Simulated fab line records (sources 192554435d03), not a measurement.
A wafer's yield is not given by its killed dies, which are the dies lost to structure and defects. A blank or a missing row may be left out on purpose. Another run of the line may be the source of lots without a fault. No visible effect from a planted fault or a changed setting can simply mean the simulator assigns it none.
Chamber matching -- flow n5 finfet -- N5_PASSIVATION_ETCH_54 on rie diel-04: 4 sister chambers
The step etches SiO2 in CHF3/O2, target depth 880 nm, time 440 s. 14 wafers are shown with their chamber, then 7 later ones without.

== WAFERS WITH THEIR CHAMBER ==
wafer,chamber,showerhead plenum p Torr (Torr),drypump motor current A (A),throttle valve pct (%)
L934.4,2,2.42,6.2,18.64
L934.5,1,2.33,5.8,18.67
L935.5,2,2.41,6.1,18.63
L935.6,1,2.33,5.8,18.68
L938.2,2,2.41,6.1,18.64
L938.4,1,2.33,5.8,18.69
L938.5,3,2.46,6.4,18.82
L940.1,1,2.33,5.8,18.69
L940.4,2,2.41,6.2,18.66
L940.6,2,2.41,6.1,18.66
L936.1,2,2.41,6.2,18.66
L936.3,0,2.32,5.1,19.15
L939.2,2,2.41,6.1,18.67
L939.4,1,2.33,5.8,18.72

SIGNATURES (averages over the wafers above)
reading,chamber 0,chamber 1,chamber 2,chamber 3,scatter within a chamber
showerhead plenum p Torr,2.3200,2.3300,2.4114,2.4600,0.00293
drypump motor current A,5.100,5.800,6.143,6.400,0.0414
throttle valve pct,19.1500,18.6900,18.6514,18.8200,0.0164
Rule: distance of a wafer from a chamber = root of the sum over the readings of ((wafer's reading minus chamber's mean) / reading's scatter) squared. If the next closest chamber is less than 2 further off than the closest, the wafer can't be placed; otherwise it belongs to the closest. The scatter: take each reading less its chamber's mean, square it, sum over the shown wafers, divide by the number of wafers less the number of chambers, and take the root.

== WAFERS MISSING THEIR CHAMBER ==
wafer,showerhead plenum p Torr (Torr),drypump motor current A (A),throttle valve pct (%)
L939.5,2.33,5.8,18.70
L941.1,2.33,5.8,18.72
L941.4,2.41,6.1,18.68
L941.5,2.46,6.4,18.82
L949.3,2.32,5.8,18.73
L949.5,2.32,5.8,18.73
L949.6,2.40,6.2,18.70

== THE CHAMBER EACH PASSED THROUGH ==
wafer,from the rows above,in truth
L939.5,1,1
L941.1,1,1
L941.4,2,2
L941.5,3,3
L949.3,1,1
L949.5,1,1
L949.6,2,2
Correctly placed: 7 of 7. Not placeable from these rows: 0. Placed wrongly: 0.
